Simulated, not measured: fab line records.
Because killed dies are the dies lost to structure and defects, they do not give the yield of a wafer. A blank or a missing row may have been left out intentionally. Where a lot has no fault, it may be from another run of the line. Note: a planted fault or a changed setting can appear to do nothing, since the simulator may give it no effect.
What tool caused it?	flow n5-finfet	72 wafers from 24 lots sampled at 6 of the route's 1938 steps

== WHAT THE GAUGES SHOWED, per wafer ==
N5_MOL_CONTACT_COAG_CD_MEAS_08 targets a cd of 28 nm. Usual: cd-nm at 28.04 nm, with a standard deviation of 0.25.
lot	measured	on	cd-nm (nm)	flag
L074	day 4 14:24	cd-sem-01	28.17 28.37 28.29	
L075	day 4 18:59	cd-sem-01	27.83 27.91 28.01	
L076	day 5 04:43	cd-sem-02	28.13 28.26 27.83	
L077	day 5 12:21	cd-sem-01	27.68 27.91 27.84	
L078	day 5 14:14	cd-sem-03	28.09 27.66 27.86	
L079	day 5 20:03	cd-sem-03	28.00 28.13 27.81	
L080	day 6 05:19	cd-sem-02	27.99 28.15 28.02	
L081	day 6 08:55	cd-sem-02	27.71 27.85 27.85	
L082	day 6 13:41	cd-sem-02	28.45 28.12 28.22	
L083	day 6 19:48	cd-sem-03	28.46 28.11 27.62	
L084	day 7 05:52	cd-sem-01	28.12 27.76 28.10	
L085	day 7 09:31	cd-sem-01	28.30 28.16 28.38	
L086	day 7 19:04	cd-sem-03	28.25 28.34 28.41	
L087	day 7 23:51	cd-sem-02	28.08 28.04 27.74	
L088	day 8 02:50	cd-sem-03	27.82 27.79 27.74	
L089	day 8 09:14	cd-sem-01	28.07 27.67 27.76	
L090	day 8 14:43	cd-sem-02	28.27 27.89 28.03	
L091	day 8 21:28	cd-sem-03	28.22 27.93 27.60	
L092	day 9 02:14	cd-sem-01	27.79 28.20 28.04	
L093	day 9 09:55	cd-sem-03	28.35 28.14 28.63	
L094	day 9 12:59	cd-sem-02	28.14 28.36 28.23	
L095	day 9 20:37	cd-sem-03	27.83 28.02 27.45	
L096	day 10 03:23	cd-sem-01	28.11 28.15 28.15	
L097	day 10 09:22	cd-sem-01	28.06 27.91 28.01	

N5_MOL_CONTACT_COAG_INSPECT_10: inspects for defects (brightfield). Usual: raw-defect-count at 72, with a standard deviation of 34.
lot	measured	on	raw-defect-count	flag
L074	day 4 14:29	defect-inspect-01	100 59 53	
L075	day 4 19:04	defect-inspect-02	69 147 120	
L076	day 5 04:49	defect-inspect-02	102 57 58	
L077	day 5 12:26	defect-inspect-01	33 53 42	
L078	day 5 14:19	defect-inspect-01	31 33 37	
L079	day 5 20:08	defect-inspect-02	82 81 56	
L080	day 6 05:25	defect-inspect-01	47 68 44	
L081	day 6 09:01	defect-inspect-01	53 51 36	
L082	day 6 13:47	defect-inspect-01	98 85 95	
L083	day 6 19:53	defect-inspect-02	49 22 81	
L084	day 7 05:58	defect-inspect-01	79 80 55	
L085	day 7 09:35	defect-inspect-01	121 141 69	
L086	day 7 19:10	defect-inspect-01	162 97 76	
L087	day 7 23:56	defect-inspect-02	96 59 62	
L088	day 8 02:55	defect-inspect-02	41 91 34	
L089	day 8 09:19	defect-inspect-01	92 99 185	
L090	day 8 14:47	defect-inspect-01	70 72 74	
L091	day 8 21:32	defect-inspect-02	57 71 56	
L092	day 9 02:20	defect-inspect-02	40 56 42	
L093	day 9 10:00	defect-inspect-02	38 50 48	
L094	day 9 13:04	defect-inspect-02	36 114 71	
L095	day 9 20:43	defect-inspect-02	71 70 89	
L096	day 10 03:28	defect-inspect-02	91 122 115	
L097	day 10 09:27	defect-inspect-02	38 85 46	

N5_MOL_CONTACT_COAG_THK_MEAS_29. Usual: MD_CAP_THK typically reads 17.94 nm, with standard deviation 0.081.
lot	measured	on	MD_CAP_THK (nm)	flag
L074	day 5 01:44	film-metro-01	18.00 18.03 17.93	
L075	day 5 05:43	film-metro-02	18.01 17.82 17.89	
L076	day 5 13:12	film-metro-01	17.85 17.85 17.91	
L077	day 5 20:53	film-metro-01	17.97 17.95 17.95	
L078	day 5 22:07	film-metro-01	17.92 18.01 17.94	
L079	day 6 03:31	film-metro-02	17.99 18.07 17.98	
L080	day 6 14:49	film-metro-01	18.12 17.94 17.96	
L081	day 6 18:46	film-metro-01	17.94 18.05 18.08	
L082	day 6 23:28	film-metro-01	17.88 17.91 18.05	
L083	day 7 03:22	film-metro-01	18.02 18.07 17.88	
L084	day 7 16:20	film-metro-01	17.94 17.98 17.90	
L085	day 7 17:18	film-metro-02	17.88 17.89 17.93	
L086	day 8 04:50	film-metro-02	17.75 17.89 17.93	
L087	day 8 09:53	film-metro-02	18.01 18.03 17.95	
L088	day 8 13:05	film-metro-01	17.78 17.82 17.72	
L089	day 8 17:05	film-metro-02	17.98 17.98 17.95	
L090	day 8 23:35	film-metro-01	17.87 17.97 18.01	
L091	day 9 07:05	film-metro-01	17.88 18.01 17.90	
L092	day 9 11:54	film-metro-02	17.95 17.98 18.04	
L093	day 9 17:58	film-metro-01	18.00 18.02 18.06	
L094	day 9 20:46	film-metro-02	17.77 17.97 17.79	
L095	day 10 05:44	film-metro-01	18.02 18.01 17.90	
L096	day 10 11:14	film-metro-02	18.00 17.78 17.96	
L097	day 10 17:41	film-metro-01	18.01 17.96 18.06	

== WHICH TOOL RAN EACH LOT (tool, then ch and the chambers of the sampled wafers, then the start) ==
lot	N5_GATE_CUT_VAPOR_ETCH_48	N5_MOL_CONTACT_COAG_ETCH_105	N5_MOL_CONTACT_COAG_PRE_CLEAN_141
L074	rie-metal-02 ch 1, day 4 11:11	rie-diel-02 ch 1,2, day 4 14:34	pvd-sputter-03, day 4 19:29
L075	rie-metal-01 ch 0,1, day 4 15:33	rie-diel-03 ch 0,2,3, day 4 19:10	pvd-sputter-01, day 4 21:10
L076	rie-metal-03 ch 0,1, day 5 00:22	rie-diel-03 ch 1,2, day 5 04:54	pvd-sputter-03, day 5 07:53
L077	rie-metal-03 ch 0,1, day 5 08:23	rie-diel-03 ch 0,1,2, day 5 12:32	pvd-sputter-01, day 5 16:10
L078	rie-metal-02 ch 0,1, day 5 11:01	rie-diel-03 ch 0,2,3, day 5 14:25	pvd-sputter-01, day 5 17:04
L079	rie-metal-03 ch 0,1, day 5 16:53	rie-diel-03 ch 0,2,3, day 5 20:13	pvd-sputter-03, day 5 21:58
L080	rie-metal-02 ch 0, day 6 02:02	rie-diel-06 ch 0,2, day 6 05:33	pvd-sputter-03, day 6 08:55
L081	rie-metal-03 ch 0,1, day 6 05:48	rie-diel-02 ch 0,1,3, day 6 09:06	pvd-sputter-01, day 6 12:05
L082	rie-metal-01 ch 0,1, day 6 10:36	rie-diel-06 ch 1,2, day 6 13:58	pvd-sputter-02, day 6 16:53
L083	rie-metal-01 ch 0, day 6 16:37	rie-diel-02 ch 0,1,2, day 6 20:11	pvd-sputter-02, day 6 21:55
L084	rie-metal-01 ch 0, day 7 02:19	rie-diel-03 ch 1,2,3, day 7 06:12	pvd-sputter-02, day 7 10:34
L085	rie-metal-02 ch 0,1, day 7 06:00	rie-diel-06 ch 1,2,3, day 7 09:41	pvd-sputter-02, day 7 11:22
L086	rie-metal-02 ch 0,1, day 7 15:52	rie-diel-06 ch 0,1,2, day 7 19:14	pvd-sputter-02, day 7 21:10
L087	rie-metal-03 ch 0,1, day 7 20:35	rie-diel-06 ch 0,1,3, day 8 00:01	pvd-sputter-01, day 8 03:23
L088	rie-metal-02 ch 0,1, day 7 23:44	rie-diel-03 ch 0,1, day 8 03:01	pvd-sputter-01, day 8 06:22
L089	rie-metal-02 ch 0,1, day 8 05:58	rie-diel-03 ch 0,1,2, day 8 09:25	pvd-sputter-02, day 8 11:16
L090	rie-metal-02 ch 0,1, day 8 11:30	rie-diel-02 ch 1,2,3, day 8 14:53	pvd-sputter-01, day 8 16:38
L091	rie-metal-02 ch 0, day 8 17:37	rie-diel-06 ch 0,3, day 8 21:59	pvd-sputter-01, day 9 00:31
L092	rie-metal-02 ch 0,1, day 8 23:00	rie-diel-06 ch 0,1,3, day 9 02:25	pvd-sputter-02, day 9 05:01
L093	rie-metal-02 ch 0, day 9 06:33	rie-diel-06 ch 0,2, day 9 10:05	pvd-sputter-02, day 9 13:13
L094	rie-metal-03 ch 0,1, day 9 09:52	rie-diel-03 ch 1,2,3, day 9 13:20	pvd-sputter-01, day 9 15:06
L095	rie-metal-02 ch 0, day 9 17:26	rie-diel-02 ch 1,2, day 9 20:49	pvd-sputter-01, day 9 23:20
L096	rie-metal-01 ch 0,1, day 10 00:10	rie-diel-02 ch 2,3, day 10 03:52	pvd-sputter-02, day 10 05:47
L097	rie-metal-01 ch 1, day 10 06:04	rie-diel-06 ch 1,2,3, day 10 09:41	pvd-sputter-03, day 10 12:19
- N5_GATE_CUT_VAPOR_ETCH_48: etches TiN in BCl3/Cl2.
- N5_MOL_CONTACT_COAG_ETCH_105: etches SiARC in CF4, target depth 15.6 nm, time 26 s.
- N5_MOL_CONTACT_COAG_PRE_CLEAN_141: time 60 s.

== AS READ BY THE TOOLS THEMSELVES (means over the sampled wafers that have a number; for cases with no such wafer, the mark the record gives instead) ==
N5_GATE_CUT_VAPOR_ETCH_48. Usual: drypump-motor-current-A 5.8 A, standard deviation 0.34; oes-product-au 0.74 a.u., standard deviation 0.14.
lot	tool	drypump-motor-current-A (A)	oes-product-au (a.u.)	flag
L074	rie-metal-02	5.5	0.62	
L075	rie-metal-01	6.2	0.61	
L076	rie-metal-03	5.6	0.67	
L077	rie-metal-03	5.6	0.68	
L078	rie-metal-02	5.7	0.86	
L079	rie-metal-03	5.6	0.68	
L080	rie-metal-02	5.9	0.95	
L081	rie-metal-03	5.6	0.67	
L082	rie-metal-01	6.2	0.59	
L083	rie-metal-01	6.6	0.60	
L084	rie-metal-01	6.5	0.60	
L085	rie-metal-02	5.8	0.83	
L086	rie-metal-02	5.8	0.82	
L087	rie-metal-03	5.6	0.67	
L088	rie-metal-02	5.6	0.72	
L089	rie-metal-02	5.6	0.72	
L090	rie-metal-02	5.6	0.71	
L091	rie-metal-02	5.9	0.91	
L092	rie-metal-02	5.8	0.81	
L093	rie-metal-02	5.9	0.90	
L094	rie-metal-03	5.6	0.67	
L095	rie-metal-02	5.9	0.89	
L096	rie-metal-01	5.9	0.82	
L097	rie-metal-01	5.6	0.94	

N5_MOL_CONTACT_COAG_ETCH_105. Usual: drypump-motor-current-A 5.7 A, standard deviation 0.31; etch-rf-on-time-s 26.0 s, standard deviation 0.57; oes-product-au 0.64 a.u., standard deviation 0.056; rf-vpp-V 184.2 V, standard deviation 1.3; showerhead-plenum-p-Torr 2.15 Torr, standard deviation 0.073; throttle-valve-pct 15.68 %, standard deviation 0.2.
lot	tool	drypump-motor-current-A (A)	etch-rf-on-time-s (s)	oes-product-au (a.u.)	rf-vpp-V (V)	showerhead-plenum-p-Torr (Torr)	throttle-valve-pct (%)	flag
L074	rie-diel-02	5.7	25.7	0.64	184.7	2.19	15.75	
L075	rie-diel-03	5.8	26.1	0.70	184.7	2.16	15.51	
L076	rie-diel-03	5.8	25.8	0.62	185.0	2.17	15.56	
L077	rie-diel-03	5.6	26.0	0.64	183.9	2.14	15.59	
L078	rie-diel-03	5.9	26.3	0.68	184.2	2.16	15.53	
L079	rie-diel-03	5.8	26.2	0.68	184.3	2.15	15.53	
L080	rie-diel-06	6.1	25.7	0.62	182.9	2.10	15.85	
L081	rie-diel-02	5.7	26.5	0.61	184.9	2.16	15.86	
L082	rie-diel-06	5.7	26.3	0.62	182.9	2.10	15.91	
L083	rie-diel-02	5.6	26.3	0.61	184.6	2.16	15.72	
L084	rie-diel-03	5.8	25.8	0.65	184.5	2.20	15.54	
L085	rie-diel-06	5.6	25.9	0.63	183.6	2.07	15.75	
L086	rie-diel-06	5.8	25.9	0.62	183.7	2.13	15.86	
L087	rie-diel-06	5.5	25.7	0.64	184.8	2.13	15.67	
L088	rie-diel-03	5.4	25.5	0.63	184.6	2.16	15.64	
L089	rie-diel-03	5.7	25.7	0.63	183.6	2.13	15.63	
L090	rie-diel-02	5.6	26.0	0.62	184.1	2.15	15.88	
L091	rie-diel-06	5.4	25.9	0.63	182.7	2.10	15.53	
L092	rie-diel-06	5.5	26.3	0.62	183.9	2.13	15.70	
L093	rie-diel-06	6.1	25.5	0.77	186.4	2.26	15.54	
L094	rie-diel-03	5.8	25.8	0.64	185.4	2.20	15.59	
L095	rie-diel-02	5.7	25.7	0.61	184.5	2.18	15.84	
L096	rie-diel-02	5.5	25.3	0.62	184.5	2.12	15.99	
L097	rie-diel-06	5.6	26.0	0.68	183.6	2.15	15.62	

N5_MOL_CONTACT_COAG_PRE_CLEAN_141. Usual: heater-power-w at 450 W, with a standard deviation of 48.
lot	tool	heater-power-w (W)	flag
L074	pvd-sputter-03	416	
L075	pvd-sputter-01	462	
L076	pvd-sputter-03	431	
L077	pvd-sputter-01	460	
L078	pvd-sputter-01	454	
L079	pvd-sputter-03	442	
L080	pvd-sputter-03	498	
L081	pvd-sputter-01	448	
L082	pvd-sputter-02	465	
L083	pvd-sputter-02	467	
L084	pvd-sputter-02	431	
L085	pvd-sputter-02	469	
L086	pvd-sputter-02	492	
L087	pvd-sputter-01	458	
L088	pvd-sputter-01	452	
L089	pvd-sputter-02	457	
L090	pvd-sputter-01	461	
L091	pvd-sputter-01	460	
L092	pvd-sputter-02	504	
L093	pvd-sputter-02	458	
L094	pvd-sputter-01	462	
L095	pvd-sputter-01	459	
L096	pvd-sputter-02	471	
L097	pvd-sputter-03	466	

== THE ANSWER, worked out from the rows above alone ==
Rule: take the mean of a lot's wafers that have a number; if it is more than 3 standard deviations from the usual mean, the lot is off. Also off: a lot with no number at a reading for which 4 or more lots have one. Where the step has rows for the other lots, those lots are counted as sound. First the gauges in route order, then the tools' own readings, where a lot's mean is used as printed above. At the first step where some lot is off, the reading lying furthest off is the one used; lots without a number count as furthest.
No lot is off at any reading shown: from this, nothing can be told.

== WHAT THE SIMULATOR HAD PUT IN ==
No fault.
